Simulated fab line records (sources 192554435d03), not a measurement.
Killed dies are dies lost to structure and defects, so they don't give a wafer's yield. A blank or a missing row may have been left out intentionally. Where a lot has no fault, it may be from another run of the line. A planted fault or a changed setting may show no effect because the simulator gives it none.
fab line records    flow n5_finfet
[record] lots = 7  wafers = 21  last_day = 18
route steps=1938 shown HKMG_FIN@416 BEOL_M4@1111 PASSIVATION@1936
lots that met no fault: from a run of the same line without faults
start_h: hours from the record's first day to the start of the lot's first wafer shown    wait_h: hours since the lot's step before    " identical to the entry in the row above    L1.1+2: a single row standing in for several wafers    - no value, or no start was given    * or withheld: withheld    < > ~ a bound
route shown NAME@n: a module of which the file shows steps, and the number in the route of the first    usual: mean/standard deviation taken from wafers without a fault    same: alike in all rows    chamber/n: place in a boat    sites: readings site by site    _std_site: how widely they spread, as a standard deviation    _edge_site: inner sites' mean taken away from outer sites' mean    radius_mm: for every site, how far away it sits from the centre of the wafer    mask NAME#n: copy n    behind: tool/chamber where the wafer was last shaped    hold: reason for holding the lot/hours on hold/outcome of the hold    device: whichever transistor did not switch (one of n, p or np)    end of line: the tests these same wafers got at the end of their route    step lacking rows: just its recipe    killed: at the first sort, the dies lost to defects and structure; wafer yield is something else    map: dies across one wafer; x = killed, . = not, _ = none there
set.NAME: the run value of the setting; set.NAME@STEP: its run value at that earlier step    model.NAME: the simulator's own value behind a step, which no gauge read
lots at some steps of the route; a table a step, a row a wafer
services: from which hour (start_h, from the record's first day; less than 0 if before it) a tool's chamber was out of use, for how many hours, and why
[[steps]]
[step N5_HKMG_FIN_WET_ETCH_65]
[recipe] chemistry = TMAH  temp_c = 70  conc_wt_pct = 5  target = a-Si  stop_on = TiN  time_s = 49  target_depth_nm = 3
[step N5_HKMG_FIN_WET_ETCH_81]
[recipe] chemistry = SC1  target = TiN  stop_on = HfO2  mix = 1:1:5  temp_c = 60  time_s = 57  target_depth_nm = 6
[step N5_HKMG_FIN_WET_ETCH_82]
[recipe] chemistry = dHCl  mix = 1:10000  temp_c = 25  target = La2O3  stop_on = HfO2  target_depth_nm = 2  dry = ipa_marangoni  rinse_time_s = 30  rinse_temp_c = 23
[step N5_HKMG_FIN_ALD_36]
[recipe] material = TiN  target_thk_a = 10  temp_c = 400  ald_precursor_family = TiCl4  ald_co_reactant = NH3  pulse_time_s = 1  purge_time_s = 3  co_reactant_purge_time_s = 2  co_reactant_pulse_time_s = 2  ald_cycles = 47  pressure_torr = 3
[usual] heater_power_w = 937/110  precursor_pulse_height_rel = 1.002/0.019
[same] ald_cycles = 47  co_reactant_pulse_time_s = 2
lot.wafer  tool          chamber  start_h  wait_h  heater_power_w  precursor_pulse_height_rel
L545.2     ald_metal-02  2        90.40    0.0     822             1.009
L545.5     "             0        "        "       933             1.013
L545.6     "             1        "        "       901             0.976
L547.2     ald_metal-03  0        105.56   0.0     902             1.025
L547.3     "             1        "        "       1091            1.025
L547.4     "             2        "        "       1081            1.013
L552.1     ald_metal-04  0        132.51   0.0     1018            0.990
L552.2     "             1        "        "       1005            1.032
L552.4     "             3        "        "       895             1.037
L560.1     ald_metal-03  3        180.39   0.0     813             1.028
L560.2     "             0        "        "       860             0.997
L560.3     "             1        "        "       1109            1.021
L562.1     ald_metal-03  0        193.32   0.0     878             1.029
L562.3     "             3        "        "       799             0.994
L562.4     "             2        "        "       1082            1.006
L563.1     ald_metal-04  2        198.14   0.0     848             1.002
L563.3     "             0        "        "       1003            0.991
L563.5     "             1        "        "       1012            1.026
L565.3     ald_metal-02  3        214.11   0.0     778             1.000
L565.4     "             0        "        "       922             1.030
L565.6     "             2        "        "       821             0.980
[step N5_HKMG_FIN_THK_MEAS_70]
[recipe] thk_meas_gauge = xrf  reads = HfO2_of_HKMG_FIN_HK_ALD_01
[usual] HK_THK = 1.596/0.021
lot.wafer  tool           chamber  start_h  wait_h  HK_THK[nm]
L545.2     film_metro-01  -        90.68    0.2     1.604
L545.5     "              -        "        "       1.612
L545.6     "              -        "        "       1.600
L547.2     film_metro-01  -        105.84   0.2     1.604
L547.3     "              -        "        "       1.628
L547.4     "              -        "        "       1.620
L552.1     film_metro-02  -        132.79   0.2     1.575
L552.2     "              -        "        "       1.596
L552.4     "              -        "        "       1.585
L560.1     film_metro-01  -        180.67   0.2     1.599
L560.2     "              -        "        "       1.587
L560.3     "              -        "        "       1.623
L562.1     film_metro-01  -        193.60   0.2     1.607
L562.3     "              -        "        "       1.610
L562.4     "              -        "        "       1.637
L563.1     film_metro-02  -        198.42   0.2     1.551
L563.3     "              -        "        "       1.583
L563.5     "              -        "        "       1.568
L565.3     film_metro-01  -        214.40   0.2     1.615
L565.4     "              -        "        "       1.626
L565.6     "              -        "        "       1.617
[step N5_HKMG_FIN_PWFM_ALD_03]
[recipe] material = TiN  target_thk_a = 20  temp_c = 400  ald_precursor_family = TiCl4  ald_co_reactant = NH3  pulse_time_s = 1  purge_time_s = 3  co_reactant_purge_time_s = 2  co_reactant_pulse_time_s = 2  ald_cycles = 91  pressure_torr = 3
[usual] heater_power_w = 939/110  precursor_pulse_height_rel = 0.999/0.021
[same] ald_cycles = 91  co_reactant_pulse_time_s = 2
lot.wafer  tool          chamber  start_h  wait_h  heater_power_w  precursor_pulse_height_rel
L545.2     ald_metal-04  1        90.72    0.0     1039            0.953
L545.5     "             0        "        "       1013            0.996
L545.6     "             1        "        "       1041            1.005
L547.2     ald_metal-03  1        105.87   0.0     1123            1.013
L547.3     "             2        "        "       1115            0.996
L547.4     "             3        "        "       823             0.994
L552.1     ald_metal-04  3        132.83   0.0     893             0.973
L552.2     "             1        "        "       1029            1.005
L552.4     "             0        "        "       1002            1.020
L560.1     ald_metal-02  3        180.81   0.1     784             1.029
L560.2     "             2        "        "       813             0.999
L560.3     "             0        "        "       960             1.000
L562.1     ald_metal-04  0        193.64   0.0     1021            1.022
L562.3     "             2        "        "       847             0.982
L562.4     "             1        "        "       1000            1.001
L563.1     ald_metal-02  2        198.46   0.0     831             1.014
L563.3     "             1        "        "       911             1.009
L563.5     "             2        "        "       807             0.962
L565.3     ald_metal-03  2        214.43   0.0     1106            0.987
L565.4     "             1        "        "       1110            0.985
L565.6     "             0        "        "       879             0.974
[step N5_HKMG_FIN_COAT_29]
[recipe] resist = SOC  temp_c = 250  time_s = 60  spin_rpm = 1500  resist_thk_nm = 300
[step N5_HKMG_FIN_COAT_30]
[recipe] resist = SiARC  temp_c = 220  time_s = 60  spin_rpm = 1500  resist_thk_nm = 35
[step N5_HKMG_FIN_COAT_06]
[recipe] resist = CAR-ArF  spin_rpm = 1500  resist_thk_nm = 90
[step N5_HKMG_FIN_EBR_08]
[recipe] solvent = PGMEA  ebr_width_mm = 1.5
[step N5_HKMG_FIN_SOFTBAKE_07]
[recipe] temp_c = 110  time_s = 60  resist = CAR-ArF
[step N5_HKMG_FIN_EXPOSE_09]
[recipe] mask_id = NWFM  na = 1.35  source_shape = conventional  sigma_outer = 0.8  polarization = unpolarized  dose_mj = 39.25
[step N5_HKMG_FIN_PEB_10]
[recipe] peb_temp_c = withheld  peb_time_s = 60  resist = CAR-ArF
[same] peb_time_s = 60
lot.wafer   tool            chamber  start_h  wait_h
L545.2+5+6  litho_track-01  0        91.49    0.0
L547.2+3+4  litho_track-04  0        106.65   0.0
L552.1+2+4  litho_track-01  0        133.60   0.1
L560.1+2+3  litho_track-01  0        181.58   0.1
L562.1+3+4  litho_track-01  0        194.28   0.1
L563.1+3+5  litho_track-01  0        199.23   0.1
L565.3+4+6  litho_track-05  0        215.20   0.0
[step N5_HKMG_FIN_DEVELOP_11]
[recipe] develop_time_s = 30  developer = TMAH  resist = CAR-ArF  dev_temp_c = 23  rinse_liquid = diw  dry = air_spin
[step N5_HKMG_FIN_CD_MEAS_12]
[recipe] target_cd_nm = 92.8  landing_energy_ev = 500  detector = se_inlens
[usual] cd_nm = 92.6/0.65
lot.wafer  tool       chamber  start_h  wait_h  cd_nm
L545.2     cd_sem-01  0        91.55    -       92.5
L545.5     "          0        "        "       92.4
L545.6     "          0        "        "       92.6
L547.2     cd_sem-02  0        106.71   -       93.4
L547.3     "          0        "        "       93.1
L547.4     "          0        "        "       92.9
L552.1     cd_sem-02  0        133.67   -       92.5
L552.2     "          0        "        "       93.4
L552.4     "          0        "        "       93.8
L560.1     cd_sem-03  0        181.64   -       89.8
L560.2     "          0        "        "       88.7
L560.3     "          0        "        "       89.8
L562.1     cd_sem-03  0        194.35   -       90.1
L562.3     "          0        "        "       89.9
L562.4     "          0        "        "       89.2
L563.1     cd_sem-02  0        199.30   -       89.7
L563.3     "          0        "        "       89.1
L563.5     "          0        "        "       89.6
L565.3     cd_sem-02  0        215.27   -       93.1
L565.4     "          0        "        "       93.2
L565.6     "          0        "        "       93.2
[step N5_HKMG_FIN_OVL_MEAS_13]
[recipe] points_per_wafer = 44
[usual] NWFM_OVL = 0.4/0.77
lot.wafer  tool        chamber  start_h  wait_h  NWFM_OVL[nm]
L545.2     overlay-01  0        91.58    0.0     0.2
L545.5     "           0        "        "       0.4
L545.6     "           0        "        "       0.4
L547.2     overlay-02  0        106.74   0.0     0.1
L547.3     "           0        "        "       0.9
L547.4     "           0        "        "       0.7
L552.1     overlay-01  0        133.70   0.0     -0.9
L552.2     "           0        "        "       0.0
L552.4     "           0        "        "       0.4
L560.1     overlay-02  0        181.67   0.0     1.6
L560.2     "           0        "        "       1.2
L560.3     "           0        "        "       1.1
L562.1     overlay-01  0        194.38   0.0     0.6
L562.3     "           0        "        "       -0.1
L562.4     "           0        "        "       0.3
L563.1     overlay-01  0        199.33   0.0     1.6
L563.3     "           0        "        "       0.8
L563.5     "           0        "        "       1.1
L565.3     overlay-01  0        215.30   0.0     0.2
L565.4     "           0        "        "       1.0
L565.6     "           0        "        "       -0.4
[step N5_BEOL_M4_RC_MEAS_101]
[usual] DIBL_N = 36.4/1.5  DIBL_P = 35.8/1.7  IOFF_N = 0.154/0.022  IOFF_P = 0.21/0.031  ION_N = 672/8.8  ION_P = 462/7.2  SS_N = 71.5/0.53  SS_P = 73.2/0.62  VT_N = 250.4/2.5  VT_P = -250/3.5
lot.wafer  tool       chamber  start_h  wait_h  DIBL_N[mV/V]  DIBL_P[mV/V]  IOFF_N[nA/um]  IOFF_P[nA/um]  ION_N[uA/um]  ION_P[uA/um]  SS_N[mV/dec]  SS_P[mV/dec]  VT_N[mV]  VT_P[mV]
L545.2     prober-02  0        187.07   0.2     35.2          34.4          0.135          0.16           661           454           70.9          72.8          256.2     -255
L545.5     "          0        "        "       35.5          34.6          0.136          0.16           663           449           71.1          72.9          254.5     -254
L545.6     "          0        "        "       34.6          34.3          0.129          0.16           664           452           70.8          72.8          253.8     -256
L547.2     prober-02  0        205.52   0.2     33.6          32.8          0.124          0.20           673           475           70.7          72.4          251.4     -246
L547.3     "          0        "        "       34.8          34.0          0.140          0.21           662           461           71.3          73.2          252.0     -248
L547.4     "          0        "        "       34.2          34.0          0.140          0.21           668           469           71.1          73.1          247.1     -247
L552.1     prober-01  0        243.75   0.0     36.4          35.4          0.153          0.22           670           463           70.9          72.9          247.6     -246
L552.2     "          0        "        "       35.0          34.5          0.131          0.20           667           460           70.7          72.4          250.2     -250
L552.4     "          0        "        "       36.7          36.5          0.160          0.23           684           470           71.4          72.9          249.4     -246
L560.1     prober-01  0        286.79   0.0     38.1          38.1          0.184          0.26           679           468           71.8          73.7          248.1     -246
L560.2     "          0        "        "       38.0          38.5          0.204          0.27           683           473           71.0          73.5          244.4     -242
L560.3     "          0        "        "       35.5          34.9          0.140          0.21           670           465           70.7          72.9          250.9     -250
L563.1     prober-02  0        297.35   0.0     35.7          36.1          0.145          0.24           673           467           71.2          73.2          251.1     -248
L563.3     "          0        "        "       36.5          36.1          0.154          0.24           675           473           71.7          73.1          248.0     -248
L563.5     "          0        "        "       34.5          34.3          0.123          0.21           668           464           70.9          72.5          250.6     -251
L562.1     prober-02  0        298.66   0.0     38.1          36.5          0.159          0.24           679           471           72.0          73.6          251.9     -247
L562.3     "          0        "        "       37.6          34.8          0.145          0.21           666           459           72.1          73.8          253.2     -250
L562.4     "          0        "        "       38.3          35.9          0.155          0.24           674           468           71.9          73.8          252.3     -247
L565.3     prober-02  0        322.91   0.3     34.8          33.2          0.115          0.17           662           454           70.1          72.4          254.0     -251
L565.4     "          0        "        "       34.5          33.1          0.119          0.17           668           463           70.5          72.8          251.2     -253
L565.6     "          0        "        "       35.1          33.4          0.122          0.17           657           461           70.2          72.3          253.7     -251
[step N5_PASSIVATION_PROBE_49]
[usual] defect_limited_yield = 91.5/1.4  killed_at_M0_to_M3 = 32/9.8  killed_at_M4_up = 13/5.3  killed_at_contacts = 13/6.4  killed_at_front_end = 39/10  killed_at_other = 3.1/2.5  killed_dies = 100/17  killed_open = 65/13  killed_short = 33/7.7  sort_bin_5_function = 5.0/0.93  sort_bin_6_memory = 3.2/0.69  sort_n_pass = 1080/17  sort_yield_pct = 91.5/1.4
[same] gross_dies = 1180  killed_at_back_side = 0  sort_bin_4_leakage[%] = 0  sort_bin_8_speed[%] = 0
lot.wafer  tool       chamber  start_h  wait_h  defect_limited_yield[%]  killed_at_M0_to_M3  killed_at_M4_up  killed_at_contacts  killed_at_front_end  killed_at_other  killed_dies  killed_open  killed_short  sort_bin_5_function[%]  sort_bin_6_memory[%]  sort_n_pass  sort_yield_pct[%]
L545.2     prober-02  -        307.49   0.1     90.0                     54                  16               11                  34                   3                118          72           44            5.5                     4.2                   1062         90.0
L545.5     prober-02  -        307.64   0.2     92.2                     23                  7                19                  40                   3                92           59           32            3.6                     3.6                   1088         92.2
L545.6     prober-02  -        307.69   0.3     92.6                     21                  11               24                  28                   3                87           62           23            4.8                     2.3                   1093         92.6
L547.2     prober-01  -        307.83   0.1     92.7                     22                  8                19                  36                   1                86           48           35            4.2                     3.0                   1094         92.7
L547.3     prober-01  -        307.88   0.1     93.5                     25                  12               9                   31                   0                77           54           23            4.0                     2.4                   1103         93.5
L547.4     prober-01  -        307.93   0.2     92.3                     20                  17               12                  35                   7                91           64           27            4.6                     2.9                   1089         92.3
L552.1     prober-01  -        355.27   0.8     87.7                     57                  24               3                   56                   5                145          85           56            8.1                     3.9                   1035         87.7
L552.2     prober-01  -        355.32   0.9     90.0                     31                  25               21                  39                   2                118          83           30            6.4                     3.4                   1062         90.0
L552.4     prober-01  -        355.42   1.0     90.1                     29                  25               22                  37                   4                117          87           30            5.9                     3.9                   1063         90.1
L560.1     prober-02  -        401.23   0.0     90.5                     29                  14               26                  40                   3                112          77           35            5.7                     3.5                   1068         90.5
L560.2     prober-02  -        401.28   0.1     88.9                     30                  24               23                  50                   4                131          96           35            6.7                     4.4                   1049         88.9
L560.3     prober-02  -        401.33   0.1     91.9                     23                  10               10                  51                   1                95           62           33            4.5                     3.2                   1085         91.9
// killed by level:class
L545.2 BEOL_M0_SAQP:geometric_particle:short=13 BEOL_M3:geometric_particle:open=11 BEOL_M0_SAQP:geometric_particle:open=10 MOL_CONTACT_COAG:geometric_particle:open=9 FIN_SAQP:geometric_particle:short=7 FIN_SAQP:geometric_particle:open=7 BEOL_M4:geometric_particle:open=7 STI_FIN_REVEAL:geometric_particle:open=6
L545.5 MOL_CONTACT_COAG:geometric_particle:open=16 FIN_SAQP:geometric_particle:open=13 FIN_SAQP:geometric_particle:short=8 BEOL_M0_SAQP:geometric_particle:open=7 BEOL_M0_SAQP:geometric_particle:short=7 STI_FIN_REVEAL:geometric_particle:open=4 BEOL_M2:geometric_particle:short=4 GATE_CUT:geometric_particle:open=3
L545.6 MOL_CONTACT_COAG:geometric_particle:open=20 FIN_SAQP:geometric_particle:open=15 BEOL_M0_SAQP:geometric_particle:short=7 FIN_SAQP:geometric_particle:short=5 BEOL_M2:geometric_particle:open=5 MOL_CONTACT_COAG:geometric_particle:short=4 DUMMY_GATE:geometric_particle:open=3 GATE_CUT:geometric_particle:short=3
L547.2 MOL_CONTACT_COAG:geometric_particle:open=14 FIN_SAQP:geometric_particle:open=10 BEOL_M0_SAQP:geometric_particle:short=10 BEOL_M0_SAQP:geometric_particle:open=6 MOL_CONTACT_COAG:geometric_particle:short=5 FIN_SAQP:geometric_particle:short=4 STI_FIN_REVEAL:geometric_particle:open=4 STARTING-WAFER:geometric_particle:short=4
L547.3 FIN_SAQP:geometric_particle:short=10 BEOL_M3:geometric_particle:open=10 FIN_SAQP:geometric_particle:open=9 MOL_CONTACT_COAG:geometric_particle:open=9 BEOL_M2:geometric_particle:open=4 BEOL_M0_SAQP:geometric_particle:short=3 STI_FIN_REVEAL:geometric_particle:open=2 DUMMY_GATE:geometric_particle:short=2
L547.4 MOL_CONTACT_COAG:geometric_particle:open=10 FIN_SAQP:geometric_particle:open=9 FIN_SAQP:geometric_particle:short=7 BEOL_M3:geometric_particle:open=7 GATE_CUT:geometric_particle:short=5 BEOL_M4:geometric_particle:open=5 BEOL_M2:geometric_particle:open=4 BEOL_M8:geometric_particle:open=4
L552.1 BEOL_M0_SAQP:geometric_particle:short=18 FIN_SAQP:geometric_particle:open=16 BEOL_M0_SAQP:geometric_particle:open=14 BEOL_M3:geometric_particle:open=13 FIN_SAQP:geometric_particle:short=11 BEOL_M4:geometric_particle:open=9 STI_FIN_REVEAL:geometric_particle:open=8 BEOL_M2:geometric_particle:open=8
L552.2 MOL_CONTACT_COAG:geometric_particle:open=17 BEOL_M2:geometric_particle:open=13 BEOL_M4:geometric_particle:open=8 FIN_SAQP:geometric_particle:open=7 BEOL_M3:geometric_particle:open=6 BEOL_M6:geometric_particle:open=6 FIN_SAQP:geometric_particle:short=5 BEOL_M1:geometric_particle:open=5
L552.4 MOL_CONTACT_COAG:geometric_particle:open=18 BEOL_M2:geometric_particle:open=10 FIN_SAQP:geometric_particle:open=9 STI_FIN_REVEAL:geometric_particle:open=7 BEOL_M3:geometric_particle:open=7 BEOL_M5:geometric_particle:open=7 BEOL_M0_SAQP:geometric_particle:short=6 BEOL_M4:geometric_particle:open=6
L560.1 MOL_CONTACT_COAG:geometric_particle:open=24 FIN_SAQP:geometric_particle:open=13 BEOL_M4:geometric_particle:open=10 BEOL_M0_SAQP:geometric_particle:short=8 BEOL_M0_SAQP:geometric_particle:open=7 FIN_SAQP:geometric_particle:short=4 STI_FIN_REVEAL:geometric_particle:open=4 GATE_CUT:geometric_particle:open=4
L560.2 FIN_SAQP:geometric_particle:open=18 MOL_CONTACT_COAG:geometric_particle:open=15 BEOL_M4:geometric_particle:open=13 STI_FIN_REVEAL:geometric_particle:open=9 MOL_CONTACT_COAG:geometric_particle:short=8 BEOL_M0:geometric_particle:open=7 BEOL_M0_SAQP:geometric_particle:short=6 BEOL_M0_SAQP:geometric_particle:open=5
L560.3 FIN_SAQP:geometric_particle:open=14 BEOL_M0_SAQP:geometric_particle:open=8 GATE_CUT:geometric_particle:open=8 MOL_CONTACT_COAG:geometric_particle:open=8 GATE_CUT:geometric_particle:short=6 BEOL_M0_SAQP:geometric_particle:short=5 BEOL_M4:geometric_particle:open=5 STARTING-WAFER:geometric_particle:short=5
[[services]]
tool            chamber  start_h  hours  kind
ald_metal-02    3        137.04   21.5   repair
ald_metal-04    1        139.69   9.0    repair
litho_track-01  -        155.88   -      consumable_replace:filter
ald_metal-02    -        196.70   0.3    repair
[[key]]
[first_sign] step = N5_HKMG_FIN_CD_MEAS_12  reading = cd_nm  direction = down  sigmas = 4.7  usual = 92.6  struck = 89.6
effect none on later readings
met_at N5_HKMG_FIN_PEB_10
struck_wafers L560.1,L560.2,L560.3,L562.1,L562.3,L562.4,L563.1,L563.3,L563.5
onset_between 133.60 181.58
[fault] kind = process_parameter_drift  tool = litho_track-01  chamber = -  onset_h = 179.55  steps = N5_HKMG_FIN_PEB_10  channel = peb_temp_c  offset = withheld  shape = step  end_h = 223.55  acts_in = *
